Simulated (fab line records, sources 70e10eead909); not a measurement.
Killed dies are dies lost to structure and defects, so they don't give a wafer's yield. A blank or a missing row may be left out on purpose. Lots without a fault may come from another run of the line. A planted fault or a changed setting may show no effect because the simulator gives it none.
Chamber matching | flow nand_harc | NHARC_A_WL_FILL_ALD_10 on ald_hk-04: 4 sister chambers
The step deposits SiO2, target thk 50 nm, pulse time 10 s, ald cycles 500. 16 wafers are shown with their chamber, then 8 later ones without.

WAFERS WITH THEIR CHAMBER
wafer  | chamber | precursor_pulse_height_rel | heater_power_w (W)
L091.1 | 3       | 0.980                      | 493
L091.2 | 0       | 1.035                      | 483
L091.3 | 2       | 0.992                      | 488
L091.4 | 1       | 0.989                      | 491
L091.5 | 0       | 1.001                      | 487
L091.6 | 1       | 0.981                      | 473
L089.1 | 3       | 0.962                      | 469
L089.2 | 2       | 0.982                      | 494
L089.3 | 0       | 1.017                      | 504
L089.4 | 1       | 1.024                      | 495
L089.5 | 1       | 0.992                      | 491
L089.6 | 2       | 0.955                      | 504
L093.1 | 3       | 0.991                      | 461
L093.2 | 2       | 0.996                      | 503
L093.3 | 1       | 1.001                      | 500
L093.4 | 0       | 1.016                      | 488

SIGNATURES (means of the wafers above)
reading                    | chamber 0 | chamber 1 | chamber 2 | chamber 3 | scatter within a chamber
precursor_pulse_height_rel | 1.01725   | 0.99740   | 0.98125   | 0.97767   | 0.0161
heater_power_w             | 490.50    | 490.00    | 497.25    | 474.33    | 10.8
Rule: a wafer's distance from a chamber is the root of the sum, over the readings, of the square of ((its reading less the chamber's mean) divided by the reading's scatter). The wafer belongs to the nearest chamber; if the next one is less than 2 further off, it can't be placed. The scatter: the root of (the sum of the squares of (reading less its chamber's mean) over the shown wafers, divided by (wafers less chambers)).

WAFERS WITHOUT THEIR CHAMBER
wafer  | precursor_pulse_height_rel | heater_power_w (W)
L093.5 | 0.963                      | 487
L093.6 | 1.016                      | 470
L097.1 | 0.992                      | 498
L097.2 | 0.997                      | 485
L097.3 | 0.973                      | 480
L097.4 | 0.981                      | 475
L097.5 | 1.032                      | 496
L097.6 | 0.994                      | 474

WHICH CHAMBER EACH WENT THROUGH
wafer  | from the rows above               | in truth
L093.5 | can't be placed: 2 or 3 or 1 or 0 | 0
L093.6 | can't be placed: 0 or 1 or 3 or 2 | 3
L097.1 | can't be placed: 2 or 1 or 0 or 3 | 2
L097.2 | can't be placed: 1 or 0 or 2 or 3 | 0
L097.3 | can't be placed: 3 or 2 or 1      | 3
L097.4 | can't be placed: 3 or 1 or 2      | 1
L097.5 | can't be placed: 0 or 1           | 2
L097.6 | can't be placed: 3 or 1 or 0 or 2 | 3
Placed correctly: 0 of 8. Can't be placed from these rows: 8 (the true chamber is among the candidates in 7). Placed wrongly: 0.
